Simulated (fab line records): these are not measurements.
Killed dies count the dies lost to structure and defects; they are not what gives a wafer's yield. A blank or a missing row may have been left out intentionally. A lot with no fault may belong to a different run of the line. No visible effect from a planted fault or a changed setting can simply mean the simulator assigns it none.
Matching of chambers -- flow n5_finfet -- ald_sin-01 running N5_STI_FIN_REVEAL_ALD_14: 4 sister chambers
The step deposits Si3N4, target thk 3 nm. 8 wafers are shown with their chamber, then 12 later ones without.

WAFERS, EACH WITH ITS CHAMBER
wafer,chamber,heater_power_w (W),chamber_pressure_Torr (Torr)
L083.5,2,832,1.999
L088.1,0,921,2.004
L091.2,1,783,1.999
L091.3,3,801,2.007
L091.5,0,923,1.999
L092.1,2,756,2.005
L092.2,3,800,2.000
L092.5,1,799,2.003

WAFERS WITHOUT THEIR CHAMBER
wafer,heater_power_w (W),chamber_pressure_Torr (Torr)
L093.3,779,2.004
L093.5,766,1.999
L093.6,805,1.999
L094.2,808,2.000
L094.3,945,2.005
L094.6,781,1.996
L096.4,769,2.004
L096.5,796,2.006
L096.6,938,2.002
L097.2,770,1.997
L097.3,830,1.997
L097.6,772,1.996

WHICH CHAMBER EACH WENT THROUGH
wafer,from the rows above,in truth
L093.3,can't be placed: 2 or 3 or 1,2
L093.5,can't be placed: 1 or 2 or 3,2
L093.6,can't be placed: 1 or 2 or 3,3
L094.2,can't be placed: 1 or 2 or 3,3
L094.3,0,0
L094.6,can't be placed: 1 or 2 or 3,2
L096.4,can't be placed: 2 or 1 or 3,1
L096.5,can't be placed: 3 or 2 or 1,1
L096.6,0,0
L097.2,can't be placed: 1 or 2 or 3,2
L097.3,can't be placed: 1 or 2 or 3 or 0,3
L097.6,can't be placed: 1 or 2 or 3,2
Placed correctly: 2 of 12. From these rows, 10 cannot be placed; in 10 the true chamber is one of the candidates. Placed wrongly: 0.
How it was worked out, from the rows above alone: a wafer's distance from a chamber is the root of the sum, over the readings, of the square of ((its reading less the chamber's mean) divided by the reading's scatter). If the next closest chamber is less than 2 further off than the closest, the wafer can't be placed; otherwise it belongs to the closest. The mean given for a chamber averages the wafers shown for that chamber. The scatter: the root of (the sum of the squares of (reading less its chamber's mean) over the shown wafers, divided by (wafers less chambers)).
